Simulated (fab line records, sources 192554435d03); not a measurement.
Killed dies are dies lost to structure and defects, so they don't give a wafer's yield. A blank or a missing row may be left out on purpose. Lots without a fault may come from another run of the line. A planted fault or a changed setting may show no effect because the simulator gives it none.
A struck lot beside a sound one | flow n5_finfet | 15 steps out of a route of 1938
Sound: wafers L382.1, L382.3, L382.5. Struck: wafers L394.2, L394.3, L394.6. The cause comes at the end.
At each step with rows: each side's tool, then ch and its chambers, then its first start. Under that, the readings that differ: sound wafers | struck wafers | difference of the means | sigmas: that difference in standard deviations of wafers without a fault.
alike: readings whose means differ by less than 2 such deviations, and words and numbers that are the same on both sides. not compared: withheld readings, readings that some wafer has no value for, bounds like >300 that may hide the same value, and numbers for which the record gives no deviation and whose values overlap.
The two part at a step that has a row with sigmas, a row that says differs or no value, or rows on one side only. Numbers that don't overlap but have no deviation are shown without sigmas and don't part them. A reading that every wafer of one side lacks parts them only if that side has two wafers or more.

first, 8 steps without rows for these wafers: N5_BEOL_M12_COAT_66 (time 60 s, resist thk 110 nm); N5_BEOL_M12_COAT_22 (resist thk 300 nm); N5_BEOL_M12_EBR_24; N5_BEOL_M12_SOFTBAKE_23 (time 60 s); N5_BEOL_M12_EXPOSE_25 (exposes mask M12); N5_BEOL_M12_PEB_26 (peb time 90 s); N5_BEOL_M12_DEVELOP_27 (develop time 45 s); N5_BEOL_M12_HARDBAKE_32 (time 120 s).
N5_BEOL_M12_CD_MEAS_28: target cd 160.2 nm.
  sound on cd_sem-03 ch 0, day 10 09:04; struck on cd_sem-02 ch 0, day 13 20:58
  reading    | sound             | struck            | difference | sigmas
  cd_nm (nm) | 157.1 158.2 157.6 | 161.6 160.6 162.9 | +4.1       | +2
N5_BEOL_M12_OVL_MEAS_29:
  sound on overlay-01 ch 0, day 10 09:06; struck on overlay-01 ch 0, day 13 20:59
  alike: M12_OVL
N5_BEOL_M12_INSPECT_30: inspects for defects (macro).
  sound on defect_inspect-02, day 10 09:07; struck on defect_inspect-01, day 13 21:01
  alike: raw_defect_count
N5_BEOL_M12_DESCUM_33: chemistry O2, time 7.9 s.
  sound on rie_diel-05 ch 1,2, day 10 09:11; struck on rie_diel-04 ch 0,1,3, day 13 21:04
  alike: drypump_motor_current_A, oes_product_au, rf_vpp_V, showerhead_plenum_p_Torr, throttle_valve_pct
  not compared: rf_hours_counter_h
N5_BEOL_M12_ETCH_67: etches SiARC in CF4, target depth 143 nm, time 238.3 s.
  sound on rie_diel-05 ch 1,2, day 10 09:14; struck on rie_diel-04 ch 0,1,3, day 13 21:06
  reading               | sound             | struck            | difference | sigmas
  etch_rf_on_time_s (s) | 244 242 230       | 294 304 314       | +65        | +9
  rf_vpp_V (V)          | 185.6 184.6 183.7 | 202.2 203.4 201.1 | +17.6      | +14
  alike: drypump_motor_current_A, oes_product_au, showerhead_plenum_p_Torr, throttle_valve_pct
  not compared: rf_hours_counter_h
N5_BEOL_M12_ETCH_68: etches SOC in N2/H2, time 285 s.
  sound on rie_diel-05 ch 1,2, day 10 09:28; struck on rie_diel-04 ch 0,1,3, day 13 21:15
  alike: drypump_motor_current_A, oes_product_au, rf_vpp_V, showerhead_plenum_p_Torr, throttle_valve_pct
  not compared: rf_hours_counter_h
N5_PASSIVATION_PROBE_49:
  the record has rows for the sound wafers here (prober-02, day 12 05:05) and none for the struck ones

WHERE THEY PART
First at N5_BEOL_M12_CD_MEAS_28; last, within this record, at N5_PASSIVATION_PROBE_49.

WHY: what the simulator had put in
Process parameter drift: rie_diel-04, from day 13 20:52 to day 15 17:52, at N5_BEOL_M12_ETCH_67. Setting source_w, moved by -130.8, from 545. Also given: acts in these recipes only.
